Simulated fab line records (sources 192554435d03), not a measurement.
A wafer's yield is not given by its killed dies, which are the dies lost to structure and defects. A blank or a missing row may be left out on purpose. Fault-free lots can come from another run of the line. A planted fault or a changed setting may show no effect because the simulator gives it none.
Chamber matching :: flow n5 finfet :: 4 sister chambers for N5_BEOL_M5_STRIP_36 on rie diel-03
The step strips in N2/H2. 4 wafers are shown with their chamber, then 11 later ones without.

EACH WAFER AND ITS CHAMBER
wafer: L089.1
chamber: 0
drypump motor current A (A): 5.7

wafer: L092.2
chamber: 1
drypump motor current A (A): 6.6

wafer: L092.5
chamber: 3
drypump motor current A (A): 5.7

wafer: L094.1
chamber: 2
drypump motor current A (A): 6.4

WAFERS WHOSE CHAMBER IS MISSING
wafer: L094.3
drypump motor current A (A): 5.7

wafer: L094.4
drypump motor current A (A): 5.7

wafer: L095.2
drypump motor current A (A): 5.8

wafer: L095.4
drypump motor current A (A): 6.6

wafer: L095.5
drypump motor current A (A): 6.4

wafer: L096.1
drypump motor current A (A): 5.7

wafer: L096.3
drypump motor current A (A): 6.6

wafer: L096.6
drypump motor current A (A): 5.7

wafer: L097.3
drypump motor current A (A): 5.7

wafer: L097.4
drypump motor current A (A): 6.4

wafer: L097.6
drypump motor current A (A): 6.4

WHICH CHAMBER EACH WENT THROUGH
wafer: L094.3
from the rows above: can't be placed: 0 or 3
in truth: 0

wafer: L094.4
from the rows above: can't be placed: 0 or 3
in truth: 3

wafer: L095.2
from the rows above: can't be placed: 0 or 3
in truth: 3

wafer: L095.4
from the rows above: 1
in truth: 1

wafer: L095.5
from the rows above: 2
in truth: 2

wafer: L096.1
from the rows above: can't be placed: 0 or 3
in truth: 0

wafer: L096.3
from the rows above: 1
in truth: 1

wafer: L096.6
from the rows above: can't be placed: 0 or 3
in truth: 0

wafer: L097.3
from the rows above: can't be placed: 0 or 3
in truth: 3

wafer: L097.4
from the rows above: 2
in truth: 2

wafer: L097.6
from the rows above: 2
in truth: 2
Correctly placed: 5 of 11. Cannot be placed on the basis of these rows: 6; the candidates contain the true chamber in 6. Placed wrongly: 0.
How it was worked out, from the rows above alone: a wafer's distance from a chamber is the root of the sum, over the readings, of the square of ((its reading less the chamber's mean) divided by the reading's scatter). The wafer belongs to the nearest chamber; if the next one is less than 2 further off, it can't be placed. For every chamber, the mean is computed from those of its wafers that are shown. The scatter: with one shown wafer a chamber, the root of the mean of the squares of how far each hidden wafer lies from its nearest shown one.
